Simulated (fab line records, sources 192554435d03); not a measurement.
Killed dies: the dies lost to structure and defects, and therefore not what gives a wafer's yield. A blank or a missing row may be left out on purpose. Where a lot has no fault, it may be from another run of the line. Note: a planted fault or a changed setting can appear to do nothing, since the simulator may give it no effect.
Problem report in the 8D (eight disciplines) form, filled by code    flow n5_finfet    the parts of the form that need people (team, actions taken, sign-off) are left out

## 1. PROBLEM STATEMENT
At N5_BEOL_M8_COAT_71, plate_temp_C averages 209.56 C over 9 wafers from 3 lots, while fault-free wafers read 205.01 C, standard deviation 0.17. That is +27 standard deviations from the usual mean.
The step: time 60 s, resist thk 5 nm.
Seen first at day 11 22:53 on litho_track-04, wafer L264.2. The record holds 33 wafers of 11 lots with a number at this step. By rule, "out" or "out of limits" means more than 4 standard deviations away from the usual mean. Any other wafer with a number is counted as sound.

## 2. WHAT IT IS, AND WHAT IT ISN'T
question                     is                                  is not
which readings at this step  plate_temp_C, heater_power_total_W  -
which lots                   L264, L269, L270                    L259, L260, L261, L262, L279, L280, L281, L282
which wafers of those lots   all that have a number              -
read on which tools          litho_track-04                      litho_track-02, litho_track-05
when                         from day 11 22:53                   up to then (12 sound wafers); but 12 sound wafers of L279, L280, L281, L282 came after

## 3. THE SUSPECTS, EACH WITH WHAT RULES IT OUT
Counting: any tool at a process step up to the reading is kept as a suspect provided that every lot that is out went through it and no sound lot did after the first of them.
- pvd_sputter-03 at N5_BEOL_M7_DEGAS_44 (time 60 s): kept. It processed each lot that is out, first L264 at day 11 11:43, and no sound lot thereafter; up to then, the last sound lot it processed was L260 at day 10 06:17.
- ald_metal-02 at N5_BEOL_M7_ALD_77 (deposits TaN, target thk 2 nm, pulse time 2 s, purge time 3 s): ruled out as a lasting fault. After its first lot that is out, L264 (day 11 11:49), sound lots L280, L279, L281 ran on it.
- litho_track-04 at N5_BEOL_M8_COAT_71 (time 60 s, resist thk 5 nm): ruled out as a lasting fault. After its first lot that is out, L264 (day 11 22:53), sound lots L279, L282 ran on it.
The count leaves pvd_sputter-03 at N5_BEOL_M7_DEGAS_44.

## 4. THE CAUSE (what the simulator had put in)
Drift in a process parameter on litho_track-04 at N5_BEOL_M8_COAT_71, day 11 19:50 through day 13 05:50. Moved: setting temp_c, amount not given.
Counting ruled it out, wrongly.

## 5. THE EFFECT CHAIN, in route order
One row per reading whose mean, taken over the struck wafers that have a number, lies over 3 standard deviations from the usual. Only readings for which the record gives a usual standard deviation are gone through. hours: the time from each lot's start at the first step in this table that gives one to its start at this step, as a median over the lots. sigmas: the change in usual standard deviations.
hours  step                reading               usual     on struck wafers  change  sigmas
0      N5_BEOL_M8_COAT_71  heater_power_total_W  391.7 W   402.5             +10.8   +8.3
0      N5_BEOL_M8_COAT_71  plate_temp_C          205.01 C  209.56            +4.55   +27
It contains these process steps:
- N5_BEOL_M8_COAT_71: time 60 s, resist thk 5 nm.

## 6. HOW IT WOULD HAVE BEEN CAUGHT EARLIER
The fault began at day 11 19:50; the first out-of-limits reading in this record came at day 11 22:53, 3 hours later.
